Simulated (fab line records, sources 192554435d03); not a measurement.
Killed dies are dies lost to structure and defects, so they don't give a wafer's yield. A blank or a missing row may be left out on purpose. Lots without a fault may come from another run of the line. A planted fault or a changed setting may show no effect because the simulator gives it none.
A struck lot beside a sound one | flow n5_finfet | 36 steps out of a route of 1938
Sound: wafers L923.3, L923.5, L923.6. Struck: wafers L918.2, L918.3, L918.6. The cause comes at the end.
At each step with rows: each side's tool, then ch and its chambers, then its first start. Under that, the readings that differ: sound wafers | struck wafers | difference of the means | sigmas: that difference in standard deviations of wafers without a fault.
alike: readings whose means differ by less than 2 such deviations, and words and numbers that are the same on both sides. not compared: withheld readings, readings that some wafer has no value for, bounds like >300 that may hide the same value, and numbers for which the record gives no deviation and whose values overlap.
The two part at a step that has a row with sigmas, a row that says differs or no value, or rows on one side only. Numbers that don't overlap but have no deviation are shown without sigmas and don't part them. A reading that every wafer of one side lacks parts them only if that side has two wafers or more.

first, 9 steps without rows for these wafers: N5_BEOL_M4_ANNEAL_95 (time 240 s); N5_BEOL_M4_SPUTTER_96 (material Cu, target thk 4.5 nm, time 8.29 s); N5_BEOL_M4_ECD_50 (material Cu, target thk 300 nm); N5_BEOL_M4_ANNEAL_51 (time 90 s); N5_BEOL_M4_CMP_52 (polishes, stops on SiOC, t overpolish 6.8 s, target thk 40 nm); N5_BEOL_M4_PRE_CLEAN_60 (time 15 s); N5_BEOL_M4_CO_CAP_55 (material Co, precursor CCTBA/H2, target thk 2 nm, time 102.1 s); N5_BEOL_M4_PRE_CLEAN_56 (time 15 s); N5_BEOL_M4_DEP_57 (deposits SiCN from 3MS/NH3, target thk 8 nm, time 14 s).
N5_BEOL_M4_RC_MEAS_101:
  sound on prober-02 ch 0, day 12 02:38; struck on prober-02 ch 0, day 11 14:32
  alike: DIBL_N, DIBL_P, IOFF_N, IOFF_P, ION_N, ION_P, SS_N, SS_P, VT_N, VT_P
then, 24 steps without rows for these wafers: N5_BEOL_M5_ILD_DEP_00 (deposits SiCOH lowk from DEMS/porogen, target thk 140.64 nm, time 25.9 s); N5_BEOL_M5_CURE_79 (cures SiCOH lowk, time 240 s); N5_BEOL_M5_PECVD_70 (deposits SiO2 from TEOS/O2, target thk 16 nm, time 18 s); N5_BEOL_M5_HM_DEP_02 (deposits TiN, target thk 20 nm); N5_BEOL_M5_COAT_59 (time 60 s, resist thk 60 nm); N5_BEOL_M5_COAT_60 (time 60 s, resist thk 12 nm); N5_BEOL_M5_COAT_71 (time 60 s, resist thk 5 nm); N5_BEOL_M5_COAT_05 (resist thk 30 nm); N5_BEOL_M5_EBR_07; N5_BEOL_M5_SOFTBAKE_06 (time 60 s); N5_BEOL_M5_EXPOSE_08 (exposes mask M5, target cd 28 nm); N5_BEOL_M5_PEB_09 (peb time 60 s); N5_BEOL_M5_DEVELOP_10 (develop time 30 s); N5_BEOL_M5_DESCUM_16 (chemistry O2, time 7 s); N5_BEOL_M5_ETCH_72 (etches underlayer in N2/H2, target depth 6.5 nm, time 5.2 s); N5_BEOL_M5_ETCH_61 (etches SiARC in CF4, target depth 15.6 nm, time 26 s); N5_BEOL_M5_ETCH_62 (etches SOC in N2/H2, target depth 75 nm, overetch 15 nm, time 112.5 s); N5_BEOL_M5_STRIP_63 (strips in N2/H2); N5_BEOL_M5_STRIP_73 (strips in N2/H2); N5_BEOL_M5_STRIP_64 (strips in CF4); N5_BEOL_M5_HM_OPEN_17 (chemistry Cl2/BCl3, target TiN, target depth 20 nm, overetch 6 nm); N5_BEOL_M5_STRIP_19 (strips in O2); N5_BEOL_M5_COAT_65 (time 60 s, resist thk 60 nm); N5_BEOL_M5_COAT_66 (time 60 s, resist thk 12 nm).
N5_BEOL_M5_VIA_ETCH_34: etches SiCOH lowk in C4F6/O2, target depth 88.3 nm, time 39.2 s.
  sound on rie_diel-06 ch 1,2,3, day 12 08:15; struck on rie_diel-06 ch 0,1, day 11 19:55
  no value came back on the struck wafers for any of 7 readings (C4F6_flow_sccm (sccm), O2_flow_sccm (sccm) and others); on the sound wafers C4F6_flow_sccm (sccm) reads 10.04 10.01 10.01
  reading                                    | sound        | struck         | difference | sigmas
  model.SiARC_of_BEOL_M5_COAT_66.thk_nm (nm) | 0 0 0        | 6.4 6.2 6.4    | +6.3       |
  model.SOC_of_BEOL_M5_COAT_65.thk_nm (nm)   | 55.8 56 55.8 | 60.2 60.2 60.4 | +4.4       |
  not compared: rf_hours_counter_h
-- the record jumps here: 4 days lie between the struck wafers' starts before and after (it left off in module BEOL_M5 and takes up again in module PASSIVATION, whose first step shown is number 1936 of the route) --
N5_PASSIVATION_PROBE_49:
  sound on prober-02, day 16 09:06; struck on prober-02, day 15 22:18
  reading                  | sound          | struck         | difference | sigmas
  defect_limited_yield (%) | 90.6 93.7 92.2 | 0 0 0          | -92        | -61
  killed_at_M4_up          | 9 6 7          | 1084 1066 1100 | +1076      | +99 or more
  killed_dies              | 111 74 92      | 1180 1180 1180 | +1088      | +64
  killed_on_rim            | 12 13 8        | 152 152 152    | +141       | +32
  sort_bin_5_function (%)  | 4.7 3.6 4.4    | 95.8 95.4 96.9 | +91.8      | +98
  sort_n_pass              | 1069 1106 1088 | 0 0 0          | -1088      | -64
  sort_yield_pct (%)       | 90.6 93.7 92.2 | 0 0 0          | -92        | -61
  alike: killed_at_M0_to_M3, killed_at_contacts, killed_at_front_end, killed_at_other, killed_open, killed_short, sort_bin_6_memory

WHERE THEY PART
First at N5_BEOL_M5_VIA_ETCH_34; last, within this record, at N5_PASSIVATION_PROBE_49.

WHY: what the simulator had put in
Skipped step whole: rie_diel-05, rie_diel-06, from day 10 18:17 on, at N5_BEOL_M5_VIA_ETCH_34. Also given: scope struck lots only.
